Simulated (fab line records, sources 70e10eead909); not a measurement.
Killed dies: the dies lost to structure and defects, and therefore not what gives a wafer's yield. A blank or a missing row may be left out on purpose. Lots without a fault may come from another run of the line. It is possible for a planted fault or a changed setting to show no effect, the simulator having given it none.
Which tool was responsible?    flow nand_harc    36 wafers from 12 lots sampled at 5 of the route's 1159 steps

WHAT THE GAUGES SHOWED, per wafer
NHARC_END_SORT_01. Usual: killed_at_array 27, standard deviation 10; killed_at_other 0.6, standard deviation 1; killed_at_periphery 3.4, standard deviation 2.7; killed_dies 31, standard deviation 9.7; killed_open 3.4, standard deviation 1.7; killed_short 2.2, standard deviation 1.5.
lot   measured      on         killed_at_array  killed_at_other  killed_at_periphery  killed_dies  killed_open  killed_short  flag
L159  day 21 22:49  prober-02  13 16 671        0 0 0            0 0 6                13 16 677    1 3 3        0 2 3         OFF
L160  day 22 23:04  prober-02  30 675 676       1 0 0            2 2 1                33 677 677   4 2 7        1 1 3         OFF
L162  day 23 14:16  prober-02  30 673 32        0 2 1            1 2 1                31 677 34    2 2 6        2 2 2         OFF

WHAT TOOL EACH LOT RAN ON (gives the tool, then ch and the chambers of the sampled wafers, and finally the start)
lot   NHARC_A_STAIRCASE_ETCH_453                     NHARC_A_STAIRCASE_STRIP_316                    NHARC_A_STAIRCASE_ALD_415         NHARC_A_STAIRCASE_STRIP_476
L146  rie_diel-11 ch 1,2,3, day 12 00:19 or earlier  rie_diel-11 ch 0,2,3, day 12 00:19 or earlier  ald_hk-01 ch 0,1,2, day 12 00:19  rie_diel-11 ch 1,2,3, day 12 02:17
L148  rie_diel-09 ch 0,2,3, day 12 08:02 or earlier  rie_diel-09 ch 2,3, day 12 08:02 or earlier    ald_hk-03 ch 0,1, day 12 08:02    rie_diel-09 ch 0,2,3, day 12 10:13
L149  rie_diel-11 ch 0,1, day 12 11:03 or earlier    rie_diel-11 ch 1,2,3, day 12 11:03 or earlier  ald_hk-02 ch 2,3, day 12 11:03    rie_diel-09 ch 1,2, day 12 12:59
L151  rie_diel-11 ch 1,2,3, day 13 01:56 or earlier  rie_diel-11 ch 0,1,3, day 13 01:56 or earlier  ald_hk-01 ch 1,2,3, day 13 01:56  rie_diel-11 ch 0,2,3, day 13 05:26
L153  rie_diel-08 ch 0,1,3, day 13 10:40 or earlier  rie_diel-08 ch 0,2,3, day 13 10:40 or earlier  ald_hk-01 ch 0,2,3, day 13 10:40  rie_diel-08 ch 0,2,3, day 13 13:44
L157  rie_diel-11 ch 0,1,2, day 15 00:57 or earlier  rie_diel-11 ch 1,2, day 15 00:57 or earlier    ald_hk-01 ch 0,3, day 15 00:57    rie_diel-08 ch 0,3, day 15 02:53
L159  rie_diel-09 ch 1,3, day 15 02:06 or earlier    rie_diel-09 ch 0,1, day 15 02:06 or earlier    ald_hk-01 ch 0,1,3, day 15 02:06  rie_diel-11 ch 0,1,3, day 15 04:17
L160  rie_diel-11 ch 0,1,3, day 15 05:03 or earlier  rie_diel-11 ch 0,1,3, day 15 05:03 or earlier  ald_hk-01 ch 1,2,3, day 15 05:03  rie_diel-09 ch 0,1, day 15 07:01
L158  rie_diel-09 ch 0,3, day 15 06:16 or earlier    rie_diel-09 ch 0,3, day 15 06:16 or earlier    ald_hk-03 ch 0,1,3, day 15 06:16  rie_diel-11 ch 1,2, day 15 08:30
L161  rie_diel-08 ch 2,3, day 15 09:44 or earlier    rie_diel-08 ch 2, day 15 09:44 or earlier      ald_hk-03 ch 0,2,3, day 15 09:44  rie_diel-09 ch 0,1,3, day 15 11:56
L162  rie_diel-11 ch 1,2, day 15 12:32 or earlier    rie_diel-11 ch 1,2, day 15 12:32 or earlier    ald_hk-01 ch 0,2,3, day 15 12:32  rie_diel-08 ch 0,2, day 15 14:05
L169  rie_diel-11 ch 1,2,3, day 17 06:23 or earlier  rie_diel-11 ch 1,2,3, day 17 06:23 or earlier  ald_hk-03 ch 0,2,3, day 17 06:23  rie_diel-09 ch 1,2,3, day 17 08:34
- NHARC_A_STAIRCASE_ETCH_453: etches the open film in CF4/O2, target depth 30 nm, overetch 3 nm, time 16.5 s.
- NHARC_A_STAIRCASE_STRIP_316: strips in O2.
- NHARC_A_STAIRCASE_ALD_415: deposits SiO2, target thk 30 nm, pulse time 6 s, ald cycles 300.
- NHARC_A_STAIRCASE_STRIP_476: strips in O2, time 20 s.

WHAT THE TOOLS THEMSELVES READ (means of the sampled wafers that have a number; where no wafer has one, the mark that the record gives instead)
NHARC_A_STAIRCASE_ETCH_453. Usual: drypump_motor_current_A 5.7 A, standard deviation 0.47; oes_product_au 0.999 a.u., standard deviation 0.0074; rf_vpp_V 197.8 V, standard deviation 1.5; showerhead_plenum_p_Torr 1.34 Torr, standard deviation 0.061; throttle_valve_pct 13.396 %, standard deviation 0.0084.
lot   tool         drypump_motor_current_A (A)  oes_product_au (a.u.)  rf_vpp_V (V)  showerhead_plenum_p_Torr (Torr)  throttle_valve_pct (%)  flag
L146  rie_diel-11  6.1                          0.989                  197.6         1.32                             13.405                  
L148  rie_diel-09  5.1                          0.991                  198.8         1.37                             13.393                  
L149  rie_diel-11  6.0                          0.996                  198.3         1.38                             13.392                  
L151  rie_diel-11  6.2                          1.005                  197.8         1.32                             13.395                  
L153  rie_diel-08  5.8                          1.007                  197.8         1.31                             13.397                  
L157  rie_diel-11  6.0                          0.999                  198.5         1.35                             13.391                  
L159  rie_diel-09  5.0                          0.997                  198.1         1.35                             13.398                  
L160  rie_diel-11  6.2                          1.006                  197.6         1.33                             13.392                  
L158  rie_diel-09  5.2                          0.999                  199.0         1.37                             13.397                  
L161  rie_diel-08  5.4                          1.000                  197.2         1.34                             13.394                  
L162  rie_diel-11  6.0                          0.997                  197.9         1.34                             13.400                  
L169  rie_diel-11  6.2                          1.007                  198.3         1.31                             13.398                  

NHARC_A_STAIRCASE_STRIP_316. Usual: drypump_motor_current_A 5.8 A, standard deviation 0.48; oes_product_au 1.001 a.u., standard deviation 0.0076; rf_vpp_V 57.8 V, standard deviation 1; showerhead_plenum_p_Torr 3.55 Torr, standard deviation 0.15; throttle_valve_pct 17.036 %, standard deviation 0.0099.
lot   tool         drypump_motor_current_A (A)  oes_product_au (a.u.)  rf_vpp_V (V)  showerhead_plenum_p_Torr (Torr)  throttle_valve_pct (%)  flag
L146  rie_diel-11  6.1                          1.002                  57.4          3.48                             17.041                  
L148  rie_diel-09  5.3                          0.993                  57.8          3.71                             17.034                  
L149  rie_diel-11  6.2                          1.001                  57.5          3.50                             17.026                  
L151  rie_diel-11  6.2                          1.007                  57.7          3.53                             17.041                  
L153  rie_diel-08  5.7                          1.002                  58.1          3.61                             17.029                  
L157  rie_diel-11  6.1                          1.004                  57.6          3.60                             17.038                  
L159  rie_diel-09  4.9                          1.010                  57.9          3.49                             17.040                  
L160  rie_diel-11  6.2                          1.009                  57.4          3.52                             17.030                  
L158  rie_diel-09  5.2                          0.996                  57.8          3.60                             17.039                  
L161  rie_diel-08  5.3                          0.992                  57.9          3.76                             17.038                  
L162  rie_diel-11  6.1                          1.004                  57.8          3.59                             17.043                  
L169  rie_diel-11  6.1                          1.008                  57.1          3.48                             17.043                  

NHARC_A_STAIRCASE_ALD_415. Usual: heater_power_w 467 W, standard deviation 30; precursor_pulse_height_rel 1.002, standard deviation 0.02.
lot   tool       heater_power_w (W)  precursor_pulse_height_rel  flag
L146  ald_hk-01  444                 1.009                       
L148  ald_hk-03  425                 0.999                       
L149  ald_hk-02  522                 0.988                       
L151  ald_hk-01  462                 1.018                       
L153  ald_hk-01  458                 0.999                       
L157  ald_hk-01  468                 1.007                       
L159  ald_hk-01  470                 1.004                       
L160  ald_hk-01  466                 1.017                       
L158  ald_hk-03  469                 0.984                       
L161  ald_hk-03  483                 1.016                       
L162  ald_hk-01  458                 0.991                       
L169  ald_hk-03  479                 0.999                       

NHARC_A_STAIRCASE_STRIP_476. Usual: drypump_motor_current_A 5.6 A, standard deviation 0.5; oes_product_au 1.000 a.u., standard deviation 0.0071; rf_vpp_V 57.8 V, standard deviation 0.86; showerhead_plenum_p_Torr 3.55 Torr, standard deviation 0.16; throttle_valve_pct 17.037 %, standard deviation 0.0093.
lot   tool         drypump_motor_current_A (A)  oes_product_au (a.u.)  rf_vpp_V (V)  showerhead_plenum_p_Torr (Torr)  throttle_valve_pct (%)  flag
L146  rie_diel-11  6.2                          0.995                  56.9          3.50                             17.040                  
L148  rie_diel-09  5.2                          0.995                  58.2          3.61                             17.040                  
L149  rie_diel-09  4.9                          1.000                  57.4          3.50                             17.039                  
L151  rie_diel-11  6.1                          1.001                  57.6          3.48                             17.031                  
L153  rie_diel-08  5.7                          1.002                  58.5          3.61                             17.030                  
L157  rie_diel-08  6.0                          1.003                  58.0          3.57                             17.039                  
L159  rie_diel-11  6.2                          1.008                  58.2          3.52                             17.041                  
L160  rie_diel-09  4.9                          0.997                  58.0          3.48                             17.040                  
L158  rie_diel-11  6.1                          1.003                  58.4          3.59                             17.038                  
L161  rie_diel-09  5.2                          0.987                  58.3          3.59                             17.048                  
L162  rie_diel-08  5.6                          0.995                  58.1          3.72                             17.027                  
L169  rie_diel-09  5.1                          0.997                  58.3          3.57                             17.030                  

THE ANSWER, worked out from the rows above alone
Rule: a lot counts as off when the mean over its wafers that have a number is more than 3 standard deviations away from the usual mean. A lot without any number at a reading at which 4 lots or more have one is off too. The other lots that the step has rows for count as sound. After the gauges, taken in route order, come the tools' own readings; for these a lot's mean is taken, as printed above. At the first step where some lot is off, the reading lying furthest off is the one used; lots without a number count as furthest.
Off: L159, L160, L162, at NHARC_END_SORT_01 (killed_dies). Neither off nor sound, because the step has no rows for them: L146, L148, L149, L151, L153, L157, L158, L161, L169.
If a tool, at a process step before that reading, ran all the lots that are off and no sound lot after the first of them, it fits. The gauges at NHARC_END_SORT_01 are tried like those tools. Because NHARC_A_STAIRCASE_ETCH_453 lacks a start for some lots, the hours and order of its lots are taken from NHARC_A_STAIRCASE_ALD_415. Because NHARC_A_STAIRCASE_STRIP_316 lacks a start for some lots, the hours and order of its lots are taken from NHARC_A_STAIRCASE_ALD_415. Can't be told from this: 2 tools fit, ald_hk-01 at NHARC_A_STAIRCASE_ALD_415, prober-02 at NHARC_END_SORT_01.

WHAT THE SIMULATOR HAD INSERTED
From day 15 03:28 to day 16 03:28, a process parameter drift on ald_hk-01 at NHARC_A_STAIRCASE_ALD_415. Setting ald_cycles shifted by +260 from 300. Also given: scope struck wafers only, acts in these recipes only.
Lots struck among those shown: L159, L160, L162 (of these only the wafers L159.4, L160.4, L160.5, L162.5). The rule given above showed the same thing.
